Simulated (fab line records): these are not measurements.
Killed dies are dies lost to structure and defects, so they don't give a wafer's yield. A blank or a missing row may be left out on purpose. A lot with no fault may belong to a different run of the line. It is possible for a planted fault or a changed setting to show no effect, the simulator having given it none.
A lot that was struck, set against a sound lot -- flow nand harc -- 24 steps out of a route of 1302
Sound: wafers L289.1, L289.2, L289.6. Struck: wafers L285.4, L285.5, L285.6. The cause comes at the end.
For every step that has rows: the tool of each side, followed by ch and its chambers, followed by its first start. Under that, the readings that differ: sound wafers -- struck wafers -- difference of the means -- sigmas: that difference in standard deviations of wafers without a fault.
alike: readings whose means differ by less than 2 such deviations, and words and numbers that are the same on both sides. not compared: withheld readings, readings that some wafer has no value for, bounds like >300 that may hide the same value, and numbers for which the record gives no deviation and whose values overlap.
The two part at a step that has a row with sigmas, a row that says differs or no value, or rows on one side only. Non-overlapping numbers with no deviation appear without sigmas and do not part them. Lack of a reading on every wafer of one side parts them only where that side has two or more wafers.

first, 11 steps without rows for these wafers: NHARC_A_CHANNEL_HOLE_D2_DESCUM_15 (chemistry O2, time 3 s); NHARC_A_CHANNEL_HOLE_D2_ETCH_38 (etches the open film in CF4, target depth 39 nm, time 65 s); NHARC_A_CHANNEL_HOLE_D2_ETCH_39 (etches the open film in N2/H2, target depth 260 nm, time 325 s); NHARC_A_CHANNEL_HOLE_D2_ETCH_34 (etches the open film in CF4/CHF3, target depth 154 nm, time 77 s); NHARC_A_CHANNEL_HOLE_D2_ETCH_16 (etches the open film in O2/COS, target depth 3100 nm, time 806 s); NHARC_A_CHANNEL_HOLE_D2_ETCH_19 (etches the open film in C4F8/O2/Ar, time 34.5 s); NHARC_A_CHANNEL_HOLE_D2_ETCH_20 (etches the open film in C4F8/O2/Ar, time 361.9 s, target depth 1600 nm); NHARC_A_CHANNEL_HOLE_D2_ETCH_21 (etches the open film in C4F8/O2/Ar, time 514.3 s, target depth 1600 nm); NHARC_A_CHANNEL_HOLE_D2_ETCH_22 (etches the open film in C4F8/O2/Ar, time 666.7 s, target depth 1600 nm); NHARC_A_CHANNEL_HOLE_D2_ETCH_23 (etches the open film in C4F8/O2/Ar, time 819 s, target depth 1600 nm); NHARC_A_CHANNEL_HOLE_D2_ETCH_24 (etches the open film in C4F8/O2/Ar, time 906.2 s, target depth 1500 nm).
NHARC_A_CHANNEL_HOLE_D2_ETCH_25: etches the open film in C4F8/O2/Ar, time 1040.2 s, target depth 1500 nm.
  sound on har etch-01 ch 0,1, day 15 23:05; struck on har etch-02 ch 0,1, day 14 18:55
  no value came back on the struck wafers for any of 7 readings (c4f8 flow sccm (sccm), chamber pressure mTorr (mTorr) and others); on the sound wafers c4f8 flow sccm (sccm) reads 94.11 93.70 93.92
  not compared: rf hours counter h
then, 5 steps without rows for these wafers: NHARC_A_CHANNEL_HOLE_D2_ETCH_26 (etches the open film in C4F8/O2/Ar, time 224.1 s, target depth 300 nm); NHARC_A_CHANNEL_HOLE_D2_ETCH_27 (etches the open film in C4F8/O2/Ar, time 90 s, target depth 400 nm); NHARC_A_CHANNEL_HOLE_D2_STRIP_41 (strips in N2/H2); NHARC_A_CHANNEL_HOLE_D2_STRIP_42 (strips in CF4/CHF3); NHARC_A_CHANNEL_HOLE_D2_STRIP_43 (strips in O2/COS).
NHARC_A_CHANNEL_HOLE_D2_ETCH_44: etches the open film in CF4/O2, target depth 140 nm, overetch 14 nm, time 77 s.
  sound on rie diel-10 ch 0,1,3, day 16 00:56; struck on rie diel-10 ch 0,1,2, day 14 20:27
  alike: bias w, cf4 flow sccm, drypump motor current A, oes_f_703_au, oes product au, rf vpp V, showerhead plenum p Torr, throttle valve pct
  not compared: rf hours counter h, model.A_CHANNEL_HOLE_D2.cd nm
then, 3 steps without rows for these wafers: NHARC_A_CHANNEL_HOLE_D2_STRIP_28 (strips in O2); NHARC_A_CHANNEL_HOLE_D2_PRECLEAN_29 (cleans in SC1); NHARC_A_CHANNEL_HOLE_D2_SRD_30.
NHARC_A_CHANNEL_HOLE_D2_CD_MEAS_31:
  sound on cd sem-01, day 16 01:43; struck on cd sem-02, day 14 21:15
reading,sound,struck,difference,sigmas
cd nm (nm),89.9 89.8 90.8,0.5 2.3 0.5,-89.1,-69
NHARC_A_CHANNEL_HOLE_D2_XSEM_32:
  sound on xsem-01 ch 0, day 16 01:49; struck on xsem-01 ch 0, day 14 21:20
reading,sound,struck,difference,sigmas
bot cd nm (nm),74.1 73.9 75.5,0.6 2.0 0.3,-73.5,-57
bow nm (nm),8.67 8.65 8.66,0.17 0.17 0.16,-8.49,-33
tilt deg (degrees),0.10 0.10 0.10,0.01 0.01 0.01,-0.09,-2
-- break in the record here, with 10 days between the starts of the struck wafers on either side (left off in module A_CHANNEL_HOLE_D2, picked up again in module END, where the first step shown is number 1302 on the route) --
NHARC_END_SORT_01:
  only the struck wafers appear in the record here, on prober-01 ch 0 at day 25 05:19; the sound ones have no rows

## WHERE THEY PART
Last at NHARC_END_SORT_01 as far as this record goes, first at NHARC_A_CHANNEL_HOLE_D2_ETCH_25.

WHY: what had been put in by the simulator
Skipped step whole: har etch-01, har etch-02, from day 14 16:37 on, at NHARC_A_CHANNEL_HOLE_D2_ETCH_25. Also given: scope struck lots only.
